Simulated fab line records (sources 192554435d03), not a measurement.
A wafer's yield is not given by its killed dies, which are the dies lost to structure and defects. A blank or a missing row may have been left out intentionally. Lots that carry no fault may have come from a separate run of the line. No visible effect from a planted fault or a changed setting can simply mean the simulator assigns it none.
Which tool was responsible? -- flow n5-finfet -- 72 wafers from 24 lots sampled at 3 of the route's 1938 steps

## WHAT THE GAUGES SHOWED, per wafer
N5_BEOL_M12_CD_MEAS_10: target cd 140 nm.
lot,measured,on,cd-nm (nm)
L074,day 10 08:58,cd-sem-03,139.0 140.5 140.5
L075,day 11 10:35,cd-sem-02,142.6 141.6 142.4
L076,day 11 23:17,cd-sem-03,137.3 134.8 137.3
L077,day 12 00:11,cd-sem-03,140.7 140.1 138.5
L078,day 12 07:06,cd-sem-03,135.1 136.9 137.2
L080,day 12 23:28,cd-sem-03,141.5 141.4 141.7
L082,day 12 23:56,cd-sem-02,141.6 140.8 138.5
L079,day 13 00:05,cd-sem-02,142.3 140.0 139.5
L085,day 13 07:56,cd-sem-02,142.7 141.4 140.1
L081,day 13 08:19,cd-sem-03,138.7 140.5 138.2
L083,day 13 15:32,cd-sem-03,137.4 136.2 139.9
L084,day 13 17:38,cd-sem-02,138.3 137.7 139.3
L087,day 13 22:19,cd-sem-03,141.9 142.5 139.7
L088,day 14 01:53,cd-sem-03,141.2 139.6 138.3
L086,day 14 02:04,cd-sem-03,142.0 141.9 139.0
L089,day 14 18:14,cd-sem-01,139.0 141.9 139.7
L090,day 15 12:13,cd-sem-02,141.5 141.4 141.1
L093,day 15 18:00,cd-sem-01,137.9 138.7 141.9
L091,day 15 18:37,cd-sem-03,136.7 138.4 137.2
L092,day 15 23:56,cd-sem-02,138.4 140.0 139.4
L094,day 16 02:32,cd-sem-01,141.4 139.2 140.3
L095,day 17 00:19,cd-sem-02,139.2 141.1 139.1
L096,day 17 11:43,cd-sem-01,138.8 137.9 139.8
L097,day 17 12:27,cd-sem-03,139.0 137.8 137.7

N5_BEOL_M12_THK_MEAS_50: measures by xrf.
lot,measured,on,M12_THK (nm)
L074,day 10 14:12,film-metro-01,320 319 324
L075,day 11 15:02,film-metro-02,324 313 321
L076,day 12 03:56,film-metro-01,323 324 328
L077,day 12 05:34,film-metro-02,321 317 322
L078,day 12 13:36,film-metro-01,323 320 322
L080,day 13 06:02,film-metro-01,316 316 320
L082,day 13 06:18,film-metro-01,320 323 321
L079,day 13 06:41,film-metro-02,311 312 312
L085,day 13 13:20,film-metro-01,314 322 320
L081,day 13 15:25,film-metro-01,320 319 320
L083,day 13 20:22,film-metro-02,325 320 323
L084,day 13 23:19,film-metro-01,318 323 322
L087,day 14 02:07,film-metro-01,325 320 321
L088,day 14 05:45,film-metro-02,321 315 321
L086,day 14 06:20,film-metro-02,318 318 318
L089,day 15 06:06,film-metro-02,322 316 315
L090,day 15 15:59,film-metro-02,318 326 314
L093,day 15 22:22,film-metro-01,313 316 321
L091,day 15 23:06,film-metro-01,313 315 314
L092,day 16 05:17,film-metro-01,313 321 319
L094,day 16 05:40,film-metro-01,312 312 311
L095,day 17 04:27,film-metro-01,325 333 327
L096,day 17 15:05,film-metro-02,318 319 314
L097,day 17 17:49,film-metro-02,323 325 317

## WHAT TOOL EACH LOT RAN ON (gives the tool, then ch and the chambers of the sampled wafers, and finally the start)
lot,N5_BEOL_M12_PRE_CLEAN_42
L074,"pvd-sputter-03, day 10 13:08"
L075,"pvd-sputter-01, day 11 13:59"
L076,"pvd-sputter-03, day 12 02:51"
L077,"pvd-sputter-03, day 12 03:46"
L078,"pvd-sputter-03, day 12 12:01"
L080,"pvd-sputter-01, day 13 04:59"
L082,"pvd-sputter-02, day 13 05:00"
L079,"pvd-sputter-01, day 13 05:23"
L085,"pvd-sputter-03, day 13 12:17"
L081,"pvd-sputter-01, day 13 14:21"
L083,"pvd-sputter-02, day 13 19:19"
L084,"pvd-sputter-02, day 13 21:38"
L087,"pvd-sputter-03, day 14 00:38"
L088,"pvd-sputter-03, day 14 04:42"
L086,"pvd-sputter-01, day 14 05:17"
L089,"pvd-sputter-01, day 15 05:02"
L090,"pvd-sputter-03, day 15 14:56"
L093,"pvd-sputter-02, day 15 21:18"
L091,"pvd-sputter-02, day 15 21:52"
L092,"pvd-sputter-01, day 16 04:05"
L094,"pvd-sputter-01, day 16 04:37"
L095,"pvd-sputter-02, day 17 03:23"
L096,"pvd-sputter-01, day 17 14:01"
L097,"pvd-sputter-03, day 17 16:31"
- N5_BEOL_M12_PRE_CLEAN_42: time 30 s.

## WHAT THE TOOLS THEMSELVES READ (means of the sampled wafers that have a number; where no wafer has one, the mark that the record gives instead)
N5_BEOL_M12_PRE_CLEAN_42.
lot,tool,heater-power-w (W),susceptor-temp-C (C)
L074,pvd-sputter-03,326,249.93
L075,pvd-sputter-01,333,249.85
L076,pvd-sputter-03,346,249.93
L077,pvd-sputter-03,341,249.97
L078,pvd-sputter-03,347,249.95
L080,pvd-sputter-01,324,249.85
L082,pvd-sputter-02,338,250.02
L079,pvd-sputter-01,335,249.93
L085,pvd-sputter-03,355,249.88
L081,pvd-sputter-01,323,250.04
L083,pvd-sputter-02,369,249.92
L084,pvd-sputter-02,386,250.01
L087,pvd-sputter-03,345,249.90
L088,pvd-sputter-03,348,250.01
L086,pvd-sputter-01,328,249.94
L089,pvd-sputter-01,364,250.11
L090,pvd-sputter-03,345,250.00
L093,pvd-sputter-02,362,250.06
L091,pvd-sputter-02,359,250.00
L092,pvd-sputter-01,338,250.09
L094,pvd-sputter-01,324,249.93
L095,pvd-sputter-02,346,249.99
L096,pvd-sputter-01,345,249.86
L097,pvd-sputter-03,325,250.12

## THE ANSWER, worked out from the rows above alone
Rule: the lots themselves supply what counts as usual. The widest of any qualifying gaps counts: lots, ordered by their means at a reading, are off when they make up no more than a third of the lots, leave a main group of 4 or more, and stand apart from it by 3 or more times the standard deviation of that group's means. Not used: any main group whose means are identical at the precision the tables above print for the reading. A lot without any number at a reading at which 4 lots or more have one is off too. Where the step has rows for the other lots, those lots are counted as sound. First the gauges in route order, then the tools' own readings, where a lot's mean is used as printed above. The first step at which some lot is off is used, and at that step the reading that is off furthest; a lot without a number counts as furthest.
No lot is off on any of the readings shown, so nothing can be concluded from this.

## WHAT WAS PUT IN BY THE SIMULATOR
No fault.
